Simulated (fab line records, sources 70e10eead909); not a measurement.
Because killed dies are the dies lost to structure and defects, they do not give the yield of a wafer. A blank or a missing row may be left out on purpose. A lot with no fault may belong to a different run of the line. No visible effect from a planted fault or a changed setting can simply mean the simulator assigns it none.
Which of the tools did it? :: flow nand harc :: 13 lots with 38 wafers sampled at 5 steps, on a route of 1302 steps

## WHAT THE GAUGES SHOWED, per wafer
NHARC_A_ZERO_WELL_INSPECT_17. Usual: raw defect count reads 11 (standard deviation 5.8).
lot: L447
measured: day 7 13:05
on: defect inspect-01
raw defect count: 22 19 8
flag: 

lot: L449
measured: day 8 13:46
on: defect inspect-01
raw defect count: 12 29 17
flag: 

lot: L450
measured: day 9 00:57
on: defect inspect-01
raw defect count: 10 16 20
flag: 

lot: L452
measured: day 9 18:08
on: defect inspect-02
raw defect count: 15 14 18
flag: 

lot: L454
measured: day 11 01:54
on: defect inspect-01
raw defect count: 13 15 25
flag: 

lot: L455
measured: day 11 07:02
on: defect inspect-01
raw defect count: 22 17 15
flag: 

lot: L456
measured: day 11 09:23
on: defect inspect-02
raw defect count: 17 8 16
flag: 

lot: L457
measured: day 11 23:58
on: defect inspect-01
raw defect count: 6 5 8
flag: 

lot: L459
measured: day 12 23:19
on: defect inspect-01
raw defect count: 9 5 8
flag: 

lot: L462
measured: day 14 04:13
on: defect inspect-02
raw defect count: 10 8 7
flag: 

lot: L466
measured: day 15 16:04
on: defect inspect-02
raw defect count: 21 5
flag: 

lot: L467
measured: day 16 00:26
on: defect inspect-01
raw defect count: 16 13 13
flag: 

lot: L468
measured: day 16 14:06
on: defect inspect-02
raw defect count: 9 7 16
flag: 

NHARC_A_ONON_D1_THK_MEAS_05: measures by ellipsometry. Usual: thk nm reads 998 nm (standard deviation 10).
lot: L447
measured: day 8 09:13
on: film metro-02
thk nm (nm): 997 998 999
flag: 

lot: L449
measured: day 9 12:34
on: film metro-01
thk nm (nm): 1001 1000 996
flag: 

lot: L450
measured: day 9 22:01
on: film metro-02
thk nm (nm): 988 987 987
flag: 

lot: L452
measured: day 10 17:35
on: film metro-01
thk nm (nm): 1009 1006 1006
flag: 

lot: L454
measured: day 11 23:10
on: film metro-02
thk nm (nm): 1001 1003 1001
flag: 

lot: L455
measured: day 12 04:25
on: film metro-01
thk nm (nm): 986 987 985
flag: 

lot: L456
measured: day 12 04:24
on: film metro-02
thk nm (nm): 984 982 983
flag: 

lot: L457
measured: day 12 21:22
on: film metro-01
thk nm (nm): 1005 1006 1004
flag: 

lot: L459
measured: day 14 01:29
on: film metro-01
thk nm (nm): 1005 1006 1007
flag: 

lot: L462
measured: day 15 03:37
on: film metro-01
thk nm (nm): 980 981 981
flag: 

lot: L466
measured: day 16 13:49
on: film metro-01
thk nm (nm): 1502 1502
flag: OFF

lot: L467
measured: day 16 21:58
on: film metro-01
thk nm (nm): 980 1477 982
flag: OFF

lot: L468
measured: day 17 14:56
on: film metro-02
thk nm (nm): 996 996 995
flag: 

NHARC_END_SORT_01. Usual: killed at array 56, standard deviation 17; killed at other 1.2, standard deviation 1.4; killed at periphery 4, standard deviation 3.2; killed dies 61, standard deviation 16; killed open 3.6, standard deviation 2.1; killed short 2.7, standard deviation 1.8.
lot: L455
measured: day 29 03:04
on: prober-02
killed at array: 45 49 42
killed at other: 0 1 0
killed at periphery: 3 5 5
killed dies: 48 55 47
killed open: 4 5 2
killed short: 1 2 2
flag: 

lot: L466
measured: day 33 06:17
on: prober-02
killed at array: 665 665
killed at other: 3 6
killed at periphery: 9 6
killed dies: 677 677
killed open: 7 4
killed short: 3 4
flag: OFF

lot: L467
measured: day 33 03:02
on: prober-01
killed at array: 69 667 55
killed at other: 3 2 1
killed at periphery: 11 8 8
killed dies: 83 677 64
killed open: 12 2 2
killed short: 4 4 3
flag: OFF

## WHICH TOOL RAN EACH LOT (tool, then ch and the chambers of the sampled wafers, then the start)
lot: L447
NHARC_A_ZERO_WELL_ETCH_19: rie diel-03 ch 0,1,2, day 7 11:50
NHARC_A_ONON_D1_DEP_03: pecvd onon-03 ch 0, day 8 08:41

lot: L449
NHARC_A_ZERO_WELL_ETCH_19: rie diel-13 ch 0,2,3, day 8 12:33
NHARC_A_ONON_D1_DEP_03: pecvd onon-01 ch 0, day 9 12:07

lot: L450
NHARC_A_ZERO_WELL_ETCH_19: rie diel-13 ch 0,2,3, day 8 23:44
NHARC_A_ONON_D1_DEP_03: pecvd onon-02 ch 0, day 9 21:31

lot: L452
NHARC_A_ZERO_WELL_ETCH_19: rie diel-03 ch 0,1, day 9 16:55
NHARC_A_ONON_D1_DEP_03: pecvd onon-01 ch 0, day 10 17:12

lot: L454
NHARC_A_ZERO_WELL_ETCH_19: rie diel-03 ch 1,2, day 11 00:41
NHARC_A_ONON_D1_DEP_03: pecvd onon-01 ch 0, day 11 22:46

lot: L455
NHARC_A_ZERO_WELL_ETCH_19: rie diel-13 ch 0,3, day 11 05:49
NHARC_A_ONON_D1_DEP_03: pecvd onon-01 ch 0, day 12 03:53

lot: L456
NHARC_A_ZERO_WELL_ETCH_19: rie diel-03 ch 0,1,2, day 11 08:08
NHARC_A_ONON_D1_DEP_03: pecvd onon-02 ch 0, day 12 03:53

lot: L457
NHARC_A_ZERO_WELL_ETCH_19: rie diel-03 ch 0,2,3, day 11 22:46
NHARC_A_ONON_D1_DEP_03: pecvd onon-02 ch 0, day 12 20:52

lot: L459
NHARC_A_ZERO_WELL_ETCH_19: rie diel-13 ch 1,2,3, day 12 22:07
NHARC_A_ONON_D1_DEP_03: pecvd onon-03 ch 0, day 14 00:58

lot: L462
NHARC_A_ZERO_WELL_ETCH_19: rie diel-13 ch 0,1,2, day 14 03:00
NHARC_A_ONON_D1_DEP_03: pecvd onon-03 ch 0, day 15 03:10

lot: L466
NHARC_A_ZERO_WELL_ETCH_19: rie diel-12 ch 0,1, day 15 14:51
NHARC_A_ONON_D1_DEP_03: pecvd onon-03 ch 0, day 16 13:25

lot: L467
NHARC_A_ZERO_WELL_ETCH_19: rie diel-03 ch 0,1,3, day 15 23:13
NHARC_A_ONON_D1_DEP_03: pecvd onon-03 ch 0, day 16 21:28

lot: L468
NHARC_A_ZERO_WELL_ETCH_19: rie diel-03 ch 1,2, day 16 12:34
NHARC_A_ONON_D1_DEP_03: pecvd onon-01 ch 0, day 17 14:25
- NHARC_A_ZERO_WELL_ETCH_19: etches the open film in N2/H2, target depth 80 nm, overetch 24 nm, time 87.88 s.
- NHARC_A_ONON_D1_DEP_03: target thk 1000 nm.

## AS READ BY THE TOOLS THEMSELVES (means over the sampled wafers that have a number; for cases with no such wafer, the mark the record gives instead)
NHARC_A_ZERO_WELL_ETCH_19. Usual: bias w 150.0 W, standard deviation 0.49; drypump motor current A 5.5 A, standard deviation 0.39; oes product au 0.996 a.u., standard deviation 0.017; rf vpp V 429 V, standard deviation 3.2; showerhead plenum p Torr 2.00 Torr, standard deviation 0.11; throttle valve pct 14.171 %, standard deviation 0.0091.
lot: L447
tool: rie diel-03
bias w (W): 150.0
drypump motor current A (A): 5.6
oes product au (a.u.): 1.008
rf vpp V (V): 429
showerhead plenum p Torr (Torr): 1.96
throttle valve pct (%): 14.179
flag: 

lot: L449
tool: rie diel-13
bias w (W): 150.0
drypump motor current A (A): 5.2
oes product au (a.u.): 0.994
rf vpp V (V): 430
showerhead plenum p Torr (Torr): 2.00
throttle valve pct (%): 14.173
flag: 

lot: L450
tool: rie diel-13
bias w (W): 149.9
drypump motor current A (A): 5.2
oes product au (a.u.): 0.995
rf vpp V (V): 430
showerhead plenum p Torr (Torr): 2.00
throttle valve pct (%): 14.165
flag: 

lot: L452
tool: rie diel-03
bias w (W): 149.7
drypump motor current A (A): 5.6
oes product au (a.u.): 1.004
rf vpp V (V): 429
showerhead plenum p Torr (Torr): 1.94
throttle valve pct (%): 14.173
flag: 

lot: L454
tool: rie diel-03
bias w (W): 149.9
drypump motor current A (A): 5.3
oes product au (a.u.): 1.006
rf vpp V (V): 429
showerhead plenum p Torr (Torr): 1.98
throttle valve pct (%): 14.171
flag: 

lot: L455
tool: rie diel-13
bias w (W): 150.1
drypump motor current A (A): 5.0
oes product au (a.u.): 1.005
rf vpp V (V): 427
showerhead plenum p Torr (Torr): 1.91
throttle valve pct (%): 14.176
flag: 

lot: L456
tool: rie diel-03
bias w (W): 150.1
drypump motor current A (A): 5.6
oes product au (a.u.): 0.996
rf vpp V (V): 428
showerhead plenum p Torr (Torr): 1.95
throttle valve pct (%): 14.162
flag: 

lot: L457
tool: rie diel-03
bias w (W): 149.9
drypump motor current A (A): 5.6
oes product au (a.u.): 1.000
rf vpp V (V): 431
showerhead plenum p Torr (Torr): 2.02
throttle valve pct (%): 14.170
flag: 

lot: L459
tool: rie diel-13
bias w (W): 150.1
drypump motor current A (A): 5.6
oes product au (a.u.): 0.979
rf vpp V (V): 430
showerhead plenum p Torr (Torr): 2.00
throttle valve pct (%): 14.182
flag: 

lot: L462
tool: rie diel-13
bias w (W): 150.0
drypump motor current A (A): 5.4
oes product au (a.u.): 1.000
rf vpp V (V): 428
showerhead plenum p Torr (Torr): 2.00
throttle valve pct (%): 14.178
flag: 

lot: L466
tool: rie diel-12
bias w (W): 149.6
drypump motor current A (A): 5.7
oes product au (a.u.): 0.988
rf vpp V (V): 429
showerhead plenum p Torr (Torr): 1.98
throttle valve pct (%): 14.161
flag: 

lot: L467
tool: rie diel-03
bias w (W): 150.3
drypump motor current A (A): 5.4
oes product au (a.u.): 0.993
rf vpp V (V): 430
showerhead plenum p Torr (Torr): 2.02
throttle valve pct (%): 14.166
flag: 

lot: L468
tool: rie diel-03
bias w (W): 150.5
drypump motor current A (A): 5.6
oes product au (a.u.): 0.982
rf vpp V (V): 427
showerhead plenum p Torr (Torr): 1.96
throttle valve pct (%): 14.166
flag: 

NHARC_A_ONON_D1_DEP_03. Usual: nh3 flow sccm 499.9 sccm, standard deviation 1.5; sih4 flow sccm 210.0 sccm, standard deviation 0.53.
lot: L447
tool: pecvd onon-03
nh3 flow sccm (sccm): 500.4
sih4 flow sccm (sccm): 209.8
flag: 

lot: L449
tool: pecvd onon-01
nh3 flow sccm (sccm): 499.4
sih4 flow sccm (sccm): 209.6
flag: 

lot: L450
tool: pecvd onon-02
nh3 flow sccm (sccm): 499.3
sih4 flow sccm (sccm): 210.2
flag: 

lot: L452
tool: pecvd onon-01
nh3 flow sccm (sccm): 498.4
sih4 flow sccm (sccm): 209.5
flag: 

lot: L454
tool: pecvd onon-01
nh3 flow sccm (sccm): 501.6
sih4 flow sccm (sccm): 210.3
flag: 

lot: L455
tool: pecvd onon-01
nh3 flow sccm (sccm): 500.9
sih4 flow sccm (sccm): 209.8
flag: 

lot: L456
tool: pecvd onon-02
nh3 flow sccm (sccm): 499.8
sih4 flow sccm (sccm): 209.9
flag: 

lot: L457
tool: pecvd onon-02
nh3 flow sccm (sccm): 501.6
sih4 flow sccm (sccm): 209.7
flag: 

lot: L459
tool: pecvd onon-03
nh3 flow sccm (sccm): 496.7
sih4 flow sccm (sccm): 210.3
flag: 

lot: L462
tool: pecvd onon-03
nh3 flow sccm (sccm): 500.6
sih4 flow sccm (sccm): 209.7
flag: 

lot: L466
tool: pecvd onon-03
nh3 flow sccm (sccm): 501.2
sih4 flow sccm (sccm): 209.3
flag: 

lot: L467
tool: pecvd onon-03
nh3 flow sccm (sccm): 501.4
sih4 flow sccm (sccm): 210.3
flag: 

lot: L468
tool: pecvd onon-01
nh3 flow sccm (sccm): 501.3
sih4 flow sccm (sccm): 210.2
flag: 

## THE ANSWER, worked out from the rows above alone
Rule: lot off if the mean of its wafers having a number is beyond 3 standard deviations from the usual mean. A lot without any number at a reading at which 4 lots or more have one is off too. Where the step has rows for the other lots, those lots are counted as sound. First the gauges in route order, then the tools' own readings, where a lot's mean is used as printed above. At the first step where some lot is off, the reading lying furthest off is the one used; lots without a number count as furthest.
Off at NHARC_A_ONON_D1_THK_MEAS_05 (thk nm): L466, L467.
If a tool, at a process step before that reading, ran all the lots that are off and no sound lot after the first of them, it fits. The gauges at NHARC_A_ONON_D1_THK_MEAS_05 aren't tried: what is off there is off at NHARC_END_SORT_01 too, on other tools, and a gauge's error can't cause that. One candidate fits, namely pecvd onon-03 at NHARC_A_ONON_D1_DEP_03. Its last sound lot is L462 (day 15 03:10), its first lot that is off L466 (day 16 13:25): a fault that began between those two fits.

## WHAT THE SIMULATOR HAD INSERTED
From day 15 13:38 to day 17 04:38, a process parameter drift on pecvd onon-03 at NHARC_A_ONON_D1_DEP_03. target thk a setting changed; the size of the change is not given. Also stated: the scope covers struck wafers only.
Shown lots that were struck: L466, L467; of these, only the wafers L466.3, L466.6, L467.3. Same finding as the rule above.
